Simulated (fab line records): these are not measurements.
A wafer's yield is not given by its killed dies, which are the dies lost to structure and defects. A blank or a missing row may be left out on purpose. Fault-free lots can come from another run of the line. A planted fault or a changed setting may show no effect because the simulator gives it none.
Chamber matching    flow n5-finfet    N5_BEOL_M6_ALD_77 on ald-metal-01: 4 sister chambers
The step deposits TaN, target thk 2 nm, pulse time 2 s, purge time 3 s. 18 wafers are shown with their chamber, then 9 later ones without.

== EACH WAFER AND ITS CHAMBER ==
wafer   chamber  heater-power-w (W)  precursor-vessel-temp-c (C)
L074.2  1        379                 74.92
L074.5  2        465                 75.24
L074.6  3        438                 74.94
L077.1  3        441                 74.89
L077.2  2        478                 75.05
L077.5  2        463                 74.91
L082.1  2        476                 75.10
L082.5  0        378                 75.09
L082.6  1        387                 75.04
L079.2  1        382                 74.87
L079.3  3        430                 74.90
L079.4  2        471                 75.25
L085.1  2        475                 75.05
L085.3  3        435                 74.96
L085.6  2        465                 74.91
L090.2  0        380                 74.98
L090.4  1        387                 75.16
L090.6  0        373                 75.04

SIGNATURES, as means of the wafers listed above
reading                  chamber 0  chamber 1  chamber 2  chamber 3  scatter within a chamber
heater-power-w           377.00     383.75     470.43     436.00     5.09
precursor-vessel-temp-c  75.0367    74.9975    75.0729    74.9225    0.111
Rule: for a wafer and a chamber, the distance is found by dividing, reading by reading, the gap between the wafer's reading and the chamber's mean by the reading's scatter, squaring, summing and taking the root. If the next closest chamber is less than 2 further off than the closest, the wafer can't be placed; otherwise it belongs to the closest. How the scatter is found: for the shown wafers, subtract from each reading the mean of its chamber, square and add these, divide the total by (wafers less chambers), then take the root.

== WAFERS WITHOUT THEIR CHAMBER ==
wafer   heater-power-w (W)  precursor-vessel-temp-c (C)
L088.1  471                 75.17
L088.3  384                 74.93
L088.6  383                 74.96
L092.4  438                 75.01
L092.5  372                 74.99
L092.6  398                 75.06
L091.1  478                 74.96
L091.5  370                 74.93
L091.6  441                 74.94

== WHICH CHAMBER EACH WENT THROUGH ==
wafer   from the rows above      in truth
L088.1  2                        2
L088.3  can't be placed: 1 or 0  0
L088.6  can't be placed: 1 or 0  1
L092.4  3                        3
L092.5  can't be placed: 0 or 1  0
L092.6  can't be placed: 1 or 0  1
L091.1  2                        2
L091.5  can't be placed: 0 or 1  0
L091.6  3                        3
Placed correctly: 4 of 9. These rows do not allow placing 5 (true chamber among the candidates in 5). Wrongly placed: 0.
